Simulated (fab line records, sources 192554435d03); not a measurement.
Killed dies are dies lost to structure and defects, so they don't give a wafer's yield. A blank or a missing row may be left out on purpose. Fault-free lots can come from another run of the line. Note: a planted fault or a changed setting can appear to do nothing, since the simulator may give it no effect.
Split-lot trial + flow n5Finfet + 21 wafers read from 7 lots, route of 1938 steps

## ON THE SPLIT
At N5_BEOL_M11_ETCH_66 (etches SOC in N2/H2, target depth 120 nm, overetch 24 nm, time 180 s), the setting timeS was moved away from the recipe's 180 s on 8 of the 21 wafers read, by -17.8% to +16.8%. This setting was run at the recipe's value on the other wafers.

The split's own step is where the reading is taken.

## THE READING
SiARC_of_BEOL_M11_COAT_64.thkNm (the simulator's own value, which no gauge read), in nm, at N5_BEOL_M11_ETCH_66 (etches SOC in N2/H2, target depth 120 nm, overetch 24 nm, time 180 s). The file gives no usual value for it. Here, 13 wafers ran the recipe; their average is 22.9 nm with a standard deviation of 0.28 nm.

| wafer  | tool, chamber at the split | timeS as run, s | against the recipe | SiARC_of_BEOL_M11_COAT_64.thkNm, nm | against lot-mates on the recipe |
|--------|----------------------------|-----------------|--------------------|-------------------------------------|---------------------------------|
| L077.1 | rieDiel-06, 3              | 180             | recipe             | 23                                  | -                               |
| L077.2 | rieDiel-06, 0              | 196.7           | +9.3%              | 22.2                                | -0.7                            |
| L077.5 | rieDiel-06, 1              | 180             | recipe             | 22.8                                | -                               |
| L079.4 | rieDiel-03, 1              | 152.1           | -15.5%             | 23.8                                | +0.8                            |
| L079.5 | rieDiel-03, 3              | 152.1           | -15.5%             | 24.2                                | +1.2                            |
| L079.6 | rieDiel-03, 2              | 180             | recipe             | 23                                  | -                               |
| L082.1 | rieDiel-06, 1              | 180             | recipe             | 22.8                                | -                               |
| L082.4 | rieDiel-06, 3              | 180             | recipe             | 23.2                                | -                               |
| L082.5 | rieDiel-06, 2              | 180             | recipe             | 22.4                                | -                               |
| L086.1 | rieDiel-03, 1              | 191.8           | +6.6%              | 22.4                                | -0.5                            |
| L086.3 | rieDiel-03, 3              | 180             | recipe             | 23                                  | -                               |
| L086.5 | rieDiel-03, 0              | 180             | recipe             | 22.8                                | -                               |
| L087.2 | rieDiel-03, 2              | 147.9           | -17.8%             | 24                                  | +1.1                            |
| L087.3 | rieDiel-03, 3              | 180             | recipe             | 23                                  | -                               |
| L087.5 | rieDiel-03, 0              | 180             | recipe             | 22.8                                | -                               |
| L093.1 | rieDiel-06, 3              | 180             | recipe             | 23.2                                | -                               |
| L093.5 | rieDiel-06, 2              | 157             | -12.8%             | 23.4                                | +0.2                            |
| L093.6 | rieDiel-06, 1              | 157             | -12.8%             | 23.8                                | +0.6                            |
| L097.1 | rieDiel-06, 2              | 180             | recipe             | 22.2                                | -                               |
| L097.4 | rieDiel-06, 3              | 180             | recipe             | 23                                  | -                               |
| L097.6 | rieDiel-06, 1              | 210.2           | +16.8%             | 21.4                                | -1.2                            |

THE FIT
A straight line over all 21 wafers: SiARC_of_BEOL_M11_COAT_64.thkNm changes by -0.0713 nm for each +1% of timeS; r = -0.92; the points scatter about the line by 0.26 nm.
The same after taking each lot's own level away (the mean of its wafers on the recipe; 21 wafers): -0.0604 nm for each +1%; r = -0.91; scatter 0.25 nm.
Per that fit: largest timeS move, reading shift of 1.1 nm.
The lots' own levels span 22.60 to 23.20 nm, that is 2.2 times the standard deviation above.
So the lot-to-lot level changes the slope: the two fits differ.
Check: with one of the wafers moved furthest among these (-17.8%) left out of the fit, the line predicts +1.01 nm for it against its lot-mates. It came out at +1.1 nm against them.

## THE OTHER SPLITS THESE WAFERS WENT THROUGH
Before the reading, these wafers also passed through other splits. Each is held against what the fit with the lots' levels taken away leaves over:
| other split on the same wafers | wafers away from the commonest value | r with SiARC_of_BEOL_M11_COAT_64.thkNm (lot level and that fit taken away) |
|--------------------------------|--------------------------------------|----------------------------------------------------------------------------|
| N5_BEOL_M10_PEB_26 pebTimeS    | 9                                    | +0.11                                                                      |
| N5_BEOL_M11_PEB_26 pebTimeS    | 9                                    | +0.12                                                                      |

## FILE'S OWN FIT
SiARC_of_BEOL_M11_COAT_64.thkNm changes by -0.062 nm for each +1% of timeS, r = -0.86.
